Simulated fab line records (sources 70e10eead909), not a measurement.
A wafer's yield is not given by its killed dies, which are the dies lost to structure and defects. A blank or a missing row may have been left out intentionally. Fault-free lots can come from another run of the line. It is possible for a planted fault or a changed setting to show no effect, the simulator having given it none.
Matching of chambers / flow nand-harc / rie-diel-05 running NHARC_A_STAIRCASE_DESCUM_252: 4 sister chambers
The step chemistry O2, time 3 s. 14 wafers are shown with their chamber, then 7 later ones without.

## WAFERS, EACH WITH ITS CHAMBER
wafer=L074.2; chamber=1; showerhead-plenum-p-Torr (Torr)=2.02; drypump-motor-current-A (A)=6.5; oes-product-au (a.u.)=0.991
wafer=L074.4; chamber=3; showerhead-plenum-p-Torr (Torr)=1.85; drypump-motor-current-A (A)=5.8; oes-product-au (a.u.)=1.000
wafer=L074.6; chamber=2; showerhead-plenum-p-Torr (Torr)=1.87; drypump-motor-current-A (A)=6.1; oes-product-au (a.u.)=1.010
wafer=L075.4; chamber=1; showerhead-plenum-p-Torr (Torr)=2.02; drypump-motor-current-A (A)=6.5; oes-product-au (a.u.)=0.996
wafer=L075.5; chamber=1; showerhead-plenum-p-Torr (Torr)=2.02; drypump-motor-current-A (A)=6.5; oes-product-au (a.u.)=0.997
wafer=L075.6; chamber=0; showerhead-plenum-p-Torr (Torr)=1.84; drypump-motor-current-A (A)=5.4; oes-product-au (a.u.)=0.980
wafer=L077.3; chamber=0; showerhead-plenum-p-Torr (Torr)=1.83; drypump-motor-current-A (A)=5.4; oes-product-au (a.u.)=0.985
wafer=L077.5; chamber=0; showerhead-plenum-p-Torr (Torr)=1.83; drypump-motor-current-A (A)=5.4; oes-product-au (a.u.)=0.993
wafer=L077.6; chamber=1; showerhead-plenum-p-Torr (Torr)=2.02; drypump-motor-current-A (A)=6.5; oes-product-au (a.u.)=1.003
wafer=L079.1; chamber=2; showerhead-plenum-p-Torr (Torr)=1.87; drypump-motor-current-A (A)=6.1; oes-product-au (a.u.)=1.010
wafer=L079.2; chamber=1; showerhead-plenum-p-Torr (Torr)=2.02; drypump-motor-current-A (A)=6.5; oes-product-au (a.u.)=1.018
wafer=L079.5; chamber=1; showerhead-plenum-p-Torr (Torr)=2.02; drypump-motor-current-A (A)=6.5; oes-product-au (a.u.)=1.025
wafer=L090.2; chamber=1; showerhead-plenum-p-Torr (Torr)=2.01; drypump-motor-current-A (A)=6.6; oes-product-au (a.u.)=0.995
wafer=L090.3; chamber=3; showerhead-plenum-p-Torr (Torr)=1.84; drypump-motor-current-A (A)=5.7; oes-product-au (a.u.)=0.997

SIGNATURES (averages over the wafers above)
reading=showerhead-plenum-p-Torr; chamber 0=1.8333; chamber 1=2.0186; chamber 2=1.8700; chamber 3=1.8450; scatter within a chamber=0.0045
reading=drypump-motor-current-A; chamber 0=5.400; chamber 1=6.514; chamber 2=6.100; chamber 3=5.750; scatter within a chamber=0.0368
reading=oes-product-au; chamber 0=0.98600; chamber 1=1.00357; chamber 2=1.01000; chamber 3=0.99850; scatter within a chamber=0.0104
Rule: for each reading, subtract the chamber's mean from the wafer's reading, divide by that reading's scatter and square the result; add these up over the readings and take the root, which gives the wafer's distance from the chamber. The wafer belongs to the nearest chamber; if the next one is less than 2 further off, it can't be placed. The scatter: the root of (the sum of the squares of (reading less its chamber's mean) over the shown wafers, divided by (wafers less chambers)).

## WAFERS MISSING THEIR CHAMBER
wafer=L090.6; showerhead-plenum-p-Torr (Torr)=1.86; drypump-motor-current-A (A)=6.1; oes-product-au (a.u.)=1.008
wafer=L092.3; showerhead-plenum-p-Torr (Torr)=1.86; drypump-motor-current-A (A)=6.1; oes-product-au (a.u.)=1.016
wafer=L092.5; showerhead-plenum-p-Torr (Torr)=1.84; drypump-motor-current-A (A)=5.7; oes-product-au (a.u.)=1.010
wafer=L092.6; showerhead-plenum-p-Torr (Torr)=1.86; drypump-motor-current-A (A)=6.1; oes-product-au (a.u.)=1.007
wafer=L094.2; showerhead-plenum-p-Torr (Torr)=1.82; drypump-motor-current-A (A)=5.4; oes-product-au (a.u.)=0.992
wafer=L094.3; showerhead-plenum-p-Torr (Torr)=2.01; drypump-motor-current-A (A)=6.5; oes-product-au (a.u.)=1.019
wafer=L094.5; showerhead-plenum-p-Torr (Torr)=1.82; drypump-motor-current-A (A)=5.4; oes-product-au (a.u.)=0.982

## CHAMBER TAKEN BY EACH
wafer=L090.6; from the rows above=2; in truth=2
wafer=L092.3; from the rows above=2; in truth=2
wafer=L092.5; from the rows above=3; in truth=3
wafer=L092.6; from the rows above=2; in truth=2
wafer=L094.2; from the rows above=0; in truth=0
wafer=L094.3; from the rows above=1; in truth=1
wafer=L094.5; from the rows above=0; in truth=0
7 of 7 placed correctly. Left unplaced by these rows: 0. Number placed wrongly: 0.
